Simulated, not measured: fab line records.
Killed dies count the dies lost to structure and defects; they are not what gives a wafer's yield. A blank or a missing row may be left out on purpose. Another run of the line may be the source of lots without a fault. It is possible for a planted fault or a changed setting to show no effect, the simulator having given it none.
Code-filled problem report in 8D (eight disciplines) form ; flow n5_finfet ; the parts of the form that need people (team, actions taken, sign-off) are left out

== 1. WHAT WENT WRONG ==
Wafers with no fault read 538.3 W with a standard deviation of 2.7, whereas rf_fwd_power_W at N5_BEOL_M9_ETCH_61 reads a mean of 410.6 W on 1 wafer of 1 lot. That puts it -47 standard deviations away from the usual mean.
The step: etches SiARC in CF4, target depth 39 nm, time 65 s.
First seen on wafer L589.4, day 12 00:23, on rie_diel-06. The record has a number at this step for 30 wafers belonging to 10 lots. Rule for "out" (also "out of limits"): further than 4 standard deviations from the usual mean. The rest of the wafers with a number are treated as sound.

== 2. WHAT IT IS; WHAT IT IS NOT ==
question;is;is not
which readings at this step;rf_fwd_power_W, etch_rf_on_time_s, rf_vpp_V;drypump_motor_current_A, oes_product_au, showerhead_plenum_p_Torr, throttle_valve_pct
which lots;L589;L580, L581, L582, L583, L594, L595, L597, L600, L601
which wafers of those lots;L589.4;L589.3, L589.6
read on which tools;rie_diel-06;rie_diel-02, rie_diel-04
when;from day 12 00:23;"up to then (14 sound wafers); but 15 sound wafers of L594, L595, L597, L600, L601 came after"

== 3. WHAT RULES OUT EACH SUSPECT ==
Counting: a tool at a process step up to the reading stays a suspect if it ran every lot that is out. Sound lots after the first of them don't rule it out here, since some wafers of a struck lot are sound.
- rie_diel-06 at N5_BEOL_M9_DESCUM_16 (chemistry O2, time 7.9 s): kept. It ran the lot that is out, L589 (day 12 00:20); its last sound lot up to then is L582 (day 10 13:09).
- rie_diel-06 at N5_BEOL_M9_ETCH_61 (etches SiARC in CF4, target depth 39 nm, time 65 s): kept. It ran the lot that is out, L589 (day 12 00:23); its last sound lot up to then is L582 (day 10 13:11). Out on those wafers are its own readings of etch_rf_on_time_s, rf_fwd_power_W, rf_vpp_V.
- Within rie_diel-06 at N5_BEOL_M9_DESCUM_16, the wafers that are out were processed in chamber 2 and their sound lot-mates in chamber 0.
- Within rie_diel-06 at N5_BEOL_M9_ETCH_61, the wafers that are out were processed in chamber 2 and their sound lot-mates in chamber 0.
What counting leaves: rie_diel-06 at N5_BEOL_M9_DESCUM_16 and rie_diel-06 at N5_BEOL_M9_ETCH_61.

== 4. THE CAUSE (what the simulator had put in) ==
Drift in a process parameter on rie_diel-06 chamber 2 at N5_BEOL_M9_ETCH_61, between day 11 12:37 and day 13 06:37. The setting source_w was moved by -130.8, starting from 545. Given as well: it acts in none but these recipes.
Counting left 2 suspects, and this tool is among them.

== 5. SEQUENCE OF EFFECTS, ordered by route ==
Each row: a reading whose mean over the struck wafers that have a number lies more than 3 standard deviations from the usual. Readings are gone through only where the record gives a usual standard deviation; hours: the median, over the lots, of the time from a lot's start at the first step in this table giving one to that lot's start at this step; sigmas: the change measured in usual standard deviations.
hours;step;reading;usual;on struck wafers;change;sigmas
0;N5_BEOL_M9_ETCH_61;etch_rf_on_time_s;65.1 s;80.2;+15.1;+6.9
0;N5_BEOL_M9_ETCH_61;rf_fwd_power_W;538.3 W;410.6;-127.7;-47
0;N5_BEOL_M9_ETCH_61;rf_vpp_V;184.2 V;202.4;+18.2;+15
It contains these process steps:
- N5_BEOL_M9_ETCH_61: etches SiARC in CF4, target depth 39 nm, time 65 s.

== 6. WHAT WOULD HAVE CAUGHT IT SOONER ==
12 hours passed between the start of the fault at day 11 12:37 and the first reading out of limits in this record, taken at day 12 00:23.
